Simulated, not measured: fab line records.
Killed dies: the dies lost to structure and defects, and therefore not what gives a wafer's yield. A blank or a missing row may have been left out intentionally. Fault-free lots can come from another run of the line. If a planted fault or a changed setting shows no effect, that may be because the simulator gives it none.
Chamber matching :: flow n5_finfet :: rie_diel-05 running N5_BEOL_M4_STRIP_19: 4 sister chambers
The step strips in O2. 8 wafers are shown with their chamber, then 8 later ones without.

WAFERS WITH THEIR CHAMBER
wafer: L077.6
chamber: 0
drypump_motor_current_A (A): 5.7
showerhead_plenum_p_Torr (Torr): 2.04

wafer: L084.6
chamber: 3
drypump_motor_current_A (A): 5.2
showerhead_plenum_p_Torr (Torr): 2.22

wafer: L087.4
chamber: 3
drypump_motor_current_A (A): 5.2
showerhead_plenum_p_Torr (Torr): 2.21

wafer: L087.5
chamber: 1
drypump_motor_current_A (A): 5.6
showerhead_plenum_p_Torr (Torr): 2.04

wafer: L088.1
chamber: 1
drypump_motor_current_A (A): 5.6
showerhead_plenum_p_Torr (Torr): 2.04

wafer: L088.3
chamber: 2
drypump_motor_current_A (A): 6.5
showerhead_plenum_p_Torr (Torr): 2.15

wafer: L088.4
chamber: 0
drypump_motor_current_A (A): 5.8
showerhead_plenum_p_Torr (Torr): 2.03

wafer: L093.2
chamber: 2
drypump_motor_current_A (A): 6.5
showerhead_plenum_p_Torr (Torr): 2.14

WAFERS WITH NO CHAMBER GIVEN
wafer: L093.4
drypump_motor_current_A (A): 5.8
showerhead_plenum_p_Torr (Torr): 2.03

wafer: L093.6
drypump_motor_current_A (A): 5.2
showerhead_plenum_p_Torr (Torr): 2.21

wafer: L092.1
drypump_motor_current_A (A): 5.2
showerhead_plenum_p_Torr (Torr): 2.21

wafer: L092.2
drypump_motor_current_A (A): 5.7
showerhead_plenum_p_Torr (Torr): 2.03

wafer: L092.3
drypump_motor_current_A (A): 5.6
showerhead_plenum_p_Torr (Torr): 2.03

wafer: L095.1
drypump_motor_current_A (A): 5.8
showerhead_plenum_p_Torr (Torr): 2.03

wafer: L095.3
drypump_motor_current_A (A): 5.2
showerhead_plenum_p_Torr (Torr): 2.21

wafer: L095.6
drypump_motor_current_A (A): 5.6
showerhead_plenum_p_Torr (Torr): 2.03

THE CHAMBER EACH PASSED THROUGH
wafer: L093.4
from the rows above: 0
in truth: 0

wafer: L093.6
from the rows above: 3
in truth: 3

wafer: L092.1
from the rows above: 3
in truth: 3

wafer: L092.2
from the rows above: can't be placed: 0 or 1
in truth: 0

wafer: L092.3
from the rows above: 1
in truth: 1

wafer: L095.1
from the rows above: 0
in truth: 0

wafer: L095.3
from the rows above: 3
in truth: 3

wafer: L095.6
from the rows above: 1
in truth: 1
Correct placement for 7 of the 8. From these rows, 1 cannot be placed; in 1 the true chamber is one of the candidates. Wrongly placed: 0.
How it was worked out, from the rows above alone: a wafer's distance from a chamber is the root of the sum, over the readings, of the square of ((its reading less the chamber's mean) divided by the reading's scatter). The wafer belongs to the nearest chamber; if the next one is less than 2 further off, it can't be placed. Each chamber's mean is taken over the wafers shown for it. The scatter is the square root of a quotient: the sum, over the shown wafers, of each reading's squared deviation from its chamber's mean, divided by wafers minus chambers.
